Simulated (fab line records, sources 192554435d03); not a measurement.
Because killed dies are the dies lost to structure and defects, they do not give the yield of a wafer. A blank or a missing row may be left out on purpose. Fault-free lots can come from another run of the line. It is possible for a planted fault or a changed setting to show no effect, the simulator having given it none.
Lot-split experiment    flow n5-finfet    21 wafers read across 7 lots, on a route 1938 steps long

== ON THE SPLIT ==
At N5_BEOL_M6_COAT_22 (resist thk 30 nm), the setting spin-rpm was moved away from the recipe's 1500 rpm on 7 of the 21 wafers read, by -10.8% to -3.9%. The other wafers ran this setting at the recipe's value.

== FROM THE SPLIT TO THE READING: what the file shows between them, 4 steps ==
- N5_BEOL_M6_EXPOSE_25: exposes mask V5, target cd 40 nm (also split here: dose-mj)
- N5_BEOL_M6_PEB_26: peb time 60 s
- N5_BEOL_M6_DEVELOP_27: develop time 30 s
- N5_BEOL_M6_CD_MEAS_28: target cd 40 nm

== THE READING ==
CAR-EUV_of_BEOL_M6_COAT_22.thk-nm (the simulator's own value, which no gauge read), in nm, at N5_BEOL_M6_DESCUM_33 (chemistry O2, time 7 s). The file gives no usual value for it. Across the 14 wafers here that went through the recipe, the average is 26.1 nm and the standard deviation 0.099 nm.

wafer   tool, chamber at the split  spin-rpm as run, rpm  against the recipe  CAR-EUV_of_BEOL_M6_COAT_22.thk-nm, nm  against lot-mates on the recipe
L084.3  litho-track-03, 0           1500                  recipe              26                                     -
L084.4  litho-track-03, 0           1500                  recipe              26.2                                   -
L084.5  litho-track-03, 0           1416                  -5.6%               27                                     +0.9
L090.1  litho-track-03, 0           1500                  recipe              26                                     -
L090.2  litho-track-03, 0           1377                  -8.2%               27.4                                   +1.4
L090.5  litho-track-03, 0           1377                  -8.2%               27.4                                   +1.4
L088.1  litho-track-01, 0           1500                  recipe              26.2                                   -
L088.4  litho-track-01, 0           1344                  -10.4%              27.8                                   +1.6
L088.5  litho-track-01, 0           1344                  -10.4%              27.8                                   +1.6
L087.1  litho-track-03, 0           1500                  recipe              26.2                                   -
L087.5  litho-track-03, 0           1500                  recipe              26.2                                   -
L087.6  litho-track-03, 0           1500                  recipe              26                                     -
L096.3  litho-track-01, 0           1500                  recipe              26.2                                   -
L096.5  litho-track-01, 0           1500                  recipe              26.2                                   -
L096.6  litho-track-01, 0           1500                  recipe              26.2                                   -
L093.2  litho-track-03, 0           1500                  recipe              26.2                                   -
L093.4  litho-track-03, 0           1500                  recipe              26                                     -
L093.5  litho-track-03, 0           1338                  -10.8%              28                                     +1.9
L095.1  litho-track-03, 0           1500                  recipe              26                                     -
L095.2  litho-track-03, 0           1500                  recipe              26                                     -
L095.5  litho-track-03, 0           1442                  -3.9%               26.6                                   +0.6

FIT RESULTS
A straight line over all 21 wafers: CAR-EUV_of_BEOL_M6_COAT_22.thk-nm changes by -0.163 nm for each +1% of spin-rpm; r = -0.99; the points scatter about the line by 0.097 nm.
The same after taking each lot's own level away (the mean of its wafers on the recipe; 21 wafers): -0.164 nm for each +1%; r = -0.99; scatter 0.077 nm.
That fit puts the effect of the largest move of spin-rpm on the reading at 1.8 nm.
The span of the lots' own levels, 26.00 to 26.20 nm, comes to 2.0 times the standard deviation stated above.
The two slopes agree, so the slope changes little with the lot-to-lot level.
Check: for one of the wafers moved furthest among these (-10.8%), held out of the fit, the line's prediction against its lot-mates is +1.73 nm. Against them it came out at +1.9 nm.

== FURTHER SPLITS ON THESE WAFERS ==
These wafers also went through other splits before the reading. Each is held against what the fit with the lots' levels taken away leaves over:
other split on the same wafers  wafers away from the commonest value  r with CAR-EUV_of_BEOL_M6_COAT_22.thk-nm (lot level and that fit taken away)
N5_BEOL_M2_EXPOSE_08 dose-mj    5                                     -0.07
N5_BEOL_M4_EXPOSE_25 dose-mj    9                                     -0.42
N5_BEOL_M4_ALD_98 ald-cycles    6                                     +0.22
N5_BEOL_M5_COAT_05 spin-rpm     10                                    -0.05
N5_BEOL_M6_EXPOSE_25 dose-mj    7                                     +0.13

== THE WHOLE CHAIN: every reading that the file lists as answering this split, in the file's order ==
step                  what it does            reading                                                                             change (the file's fit)                r (the file's)
N5_BEOL_M6_COAT_22    resist thk 30 nm        CAR-EUV_of_BEOL_M6_COAT_22.thk-nm (the simulator's own value, which no gauge read)  -0.162 nm for each +1% of the setting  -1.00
N5_BEOL_M6_DESCUM_33  chemistry O2, time 7 s  CAR-EUV_of_BEOL_M6_COAT_22.thk-nm (the simulator's own value, which no gauge read)  -0.166 nm for each +1% of the setting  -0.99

== FILE'S OWN FIT ==
CAR-EUV_of_BEOL_M6_COAT_22.thk-nm changes by -0.166 nm for each +1% of spin-rpm, r = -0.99.
